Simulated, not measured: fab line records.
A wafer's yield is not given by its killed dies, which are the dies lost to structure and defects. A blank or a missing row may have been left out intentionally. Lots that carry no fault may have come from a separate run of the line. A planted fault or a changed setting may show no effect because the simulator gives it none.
A struck lot beside a sound one ; flow n5 finfet ; 38 out of 1938 route steps
Sound: these wafers, L116.2, L116.3, L116.4. Struck: wafer L105.2 (left out: L105.1, L105.5 of the same lot, which were not struck); the cause appears at the end.
At each step with rows: each side's tool, then ch and its chambers, then its first start. Under that, the readings that differ: sound wafers ; struck wafers ; difference of the means ; sigmas: that difference in standard deviations of wafers without a fault.
alike: readings with means less than 2 such deviations apart, plus words and numbers identical on both sides. not compared: withheld readings, readings lacking a value on some wafer, bounds such as >300 that could conceal the same value, and numbers that have no deviation in the record and whose values overlap.
A row with sigmas, a row that says differs or no value, or rows on one side alone: a step with any of these is where the two part. Numbers that don't overlap but have no deviation are shown without sigmas and don't part them. A reading missing from all wafers of one side parts the sides only when that side holds two or more wafers.

first, 9 steps without rows for these wafers: N5_BEOL_M4_ANNEAL_95 (time 240 s); N5_BEOL_M4_SPUTTER_96 (material Cu, target thk 4.5 nm, time 8.29 s); N5_BEOL_M4_ECD_50 (material Cu, target thk 300 nm); N5_BEOL_M4_ANNEAL_51 (time 90 s); N5_BEOL_M4_CMP_52 (polishes, stops on SiOC, t overpolish 6.8 s, target thk 40 nm); N5_BEOL_M4_PRE_CLEAN_60 (time 15 s); N5_BEOL_M4_CO_CAP_55 (material Co, precursor CCTBA/H2, target thk 2 nm, time 102.1 s); N5_BEOL_M4_PRE_CLEAN_56 (time 15 s); N5_BEOL_M4_DEP_57 (deposits SiCN from 3MS/NH3, target thk 8 nm, time 14 s).
N5_BEOL_M4_RC_MEAS_101:
  sound on prober-01 ch 0, day 13 20:37; struck on prober-01 ch 0, day 10 09:22
reading;sound;struck;difference;sigmas
ION_P (uA/um);454 443 451;469;+20;+2
  alike: DIBL_N, DIBL_P, IOFF_N, IOFF_P, ION_N, SS_N, SS_P, VT_N, VT_P
then, 24 steps without rows for these wafers: N5_BEOL_M5_ILD_DEP_00 (deposits SiCOH lowk from DEMS/porogen, target thk 140.64 nm, time 25.9 s); N5_BEOL_M5_CURE_79 (cures SiCOH lowk, time 240 s); N5_BEOL_M5_PECVD_70 (deposits SiO2 from TEOS/O2, target thk 16 nm, time 18 s); N5_BEOL_M5_HM_DEP_02 (deposits TiN, target thk 20 nm); N5_BEOL_M5_COAT_59 (time 60 s, resist thk 60 nm); N5_BEOL_M5_COAT_60 (time 60 s, resist thk 12 nm); N5_BEOL_M5_COAT_71 (time 60 s, resist thk 5 nm); N5_BEOL_M5_COAT_05 (resist thk 30 nm); N5_BEOL_M5_EBR_07; N5_BEOL_M5_SOFTBAKE_06 (time 60 s); N5_BEOL_M5_EXPOSE_08 (exposes mask M5, target cd 28 nm); N5_BEOL_M5_PEB_09 (peb time 60 s); N5_BEOL_M5_DEVELOP_10 (develop time 30 s); N5_BEOL_M5_DESCUM_16 (chemistry O2, time 7 s); N5_BEOL_M5_ETCH_72 (etches underlayer in N2/H2, target depth 6.5 nm, time 5.2 s); N5_BEOL_M5_ETCH_61 (etches SiARC in CF4, target depth 15.6 nm, time 26 s); N5_BEOL_M5_ETCH_62 (etches SOC in N2/H2, target depth 75 nm, overetch 15 nm, time 112.5 s); N5_BEOL_M5_STRIP_63 (strips in N2/H2); N5_BEOL_M5_STRIP_73 (strips in N2/H2); N5_BEOL_M5_STRIP_64 (strips in CF4); N5_BEOL_M5_HM_OPEN_17 (chemistry Cl2/BCl3, target TiN, target depth 20 nm, overetch 6 nm); N5_BEOL_M5_STRIP_19 (strips in O2); N5_BEOL_M5_COAT_65 (time 60 s, resist thk 60 nm); N5_BEOL_M5_COAT_66 (time 60 s, resist thk 12 nm).
N5_BEOL_M7_ILD_DEP_00: deposits SiCOH lowk from DEMS/porogen, target thk 179.75 nm, time 33.4 s.
  sound on pecvd-04 ch 0,2, day 14 15:46; struck on pecvd-04 ch 2, day 11 07:49
reading;sound;struck;difference;sigmas
model.SiCOH_lowk_of_BEOL_M7_ILD_DEP_00.thk nm (nm);183.8 182.8 184;75.6;-107.9;
  alike: heater power w, showerhead plenum p Torr, showerhead vpp V, throttle valve pct
N5_BEOL_M7_THK_MEAS_01:
  sound: film metro-01 at day 14 16:22; struck: film metro-01 at day 11 08:23
reading;sound;struck;difference;sigmas
M7_ILD_THK (nm);158.5 157.6 158.5;64.8;-93.4;-41
N5_BEOL_M7_CMP_52: polishes, stops on SiCOH lowk, t overpolish 6.9 s, target thk 80 nm.
  sound on cmp-03 ch 0,2,3, day 15 01:03; struck on cmp-04 ch 3, day 11 14:47
reading;sound;struck;difference;sigmas
motor current A (A);5.8 6.4 5.6;7.8;+1.9;+2
model.SiCOH_lowk_of_BEOL_M7_ILD_DEP_00.thk nm (nm);155.6 154.6 155.6;61.8;-93.5;
-- here the record skips 4 days between the struck wafers' starts before and after, leaving off in module BEOL_M7 and picking up in module PASSIVATION (first step shown: number 1936 of the route) --
N5_PASSIVATION_PROBE_49:
  only the struck wafers here have rows in the record (prober-02, day 15 07:03); the sound ones have none

WHERE THEY PART
Earliest at N5_BEOL_M4_RC_MEAS_101; latest, in this record, at N5_PASSIVATION_PROBE_49.

WHY: the cause the simulator had injected
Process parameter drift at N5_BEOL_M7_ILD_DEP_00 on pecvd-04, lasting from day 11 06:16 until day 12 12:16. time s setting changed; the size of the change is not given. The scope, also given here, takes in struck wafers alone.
